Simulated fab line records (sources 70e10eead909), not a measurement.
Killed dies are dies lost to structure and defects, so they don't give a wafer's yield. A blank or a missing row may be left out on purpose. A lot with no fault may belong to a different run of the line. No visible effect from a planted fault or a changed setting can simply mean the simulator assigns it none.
Chamber matching	flow nandHarc	3 sister chambers for NHARC_P_M1_DEP_33 on pecvd-04
The step deposits SiCN, target thk 30 nm. 14 wafers are shown with their chamber, then 7 later ones without.

== WAFERS, EACH WITH ITS CHAMBER ==
wafer	chamber	heaterPowerW (W)	rfFwdPowerW (W)
L074.1	2	571	448.3
L074.3	0	665	449.3
L074.5	0	657	449.4
L076.2	2	552	448.3
L076.3	1	659	446.6
L076.6	2	543	449.4
L078.2	2	578	446.8
L078.4	1	673	447.8
L078.6	0	666	450.3
L079.1	0	677	448.5
L079.2	2	576	449.4
L079.4	2	567	451.1
L081.1	2	630	450.3
L081.2	1	683	449.0

SIGNATURES (means of the wafers above)
reading	chamber 0	chamber 1	chamber 2	scatter within a chamber
heaterPowerW	666.25	671.67	573.86	21.6
rfFwdPowerW	449.375	447.800	449.086	1.23
Rule: a wafer's distance from a chamber is the root of the sum, over the readings, of the square of ((its reading less the chamber's mean) divided by the reading's scatter). The wafer belongs to the nearest chamber; if the next one is less than 2 further off, it can't be placed. How the scatter is found: for the shown wafers, subtract from each reading the mean of its chamber, square and add these, divide the total by (wafers less chambers), then take the root.

== WAFERS WITHOUT THEIR CHAMBER ==
wafer	heaterPowerW (W)	rfFwdPowerW (W)
L081.5	677	448.9
L086.1	620	450.7
L086.3	666	448.4
L086.6	618	449.1
L089.1	740	450.9
L089.3	625	447.5
L089.4	682	446.9

== EACH ONE'S CHAMBER ==
wafer	from the rows above	in truth
L081.5	can't be placed: 0 or 1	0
L086.1	can't be placed: 0 or 2 or 1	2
L086.3	can't be placed: 1 or 0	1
L086.6	can't be placed: 2 or 0 or 1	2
L089.1	can't be placed: 0 or 1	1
L089.3	can't be placed: 1 or 0 or 2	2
L089.4	can't be placed: 1 or 0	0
0 of 7 placed correctly. Cannot be placed on the basis of these rows: 7; the candidates contain the true chamber in 7. Number placed wrongly: 0.
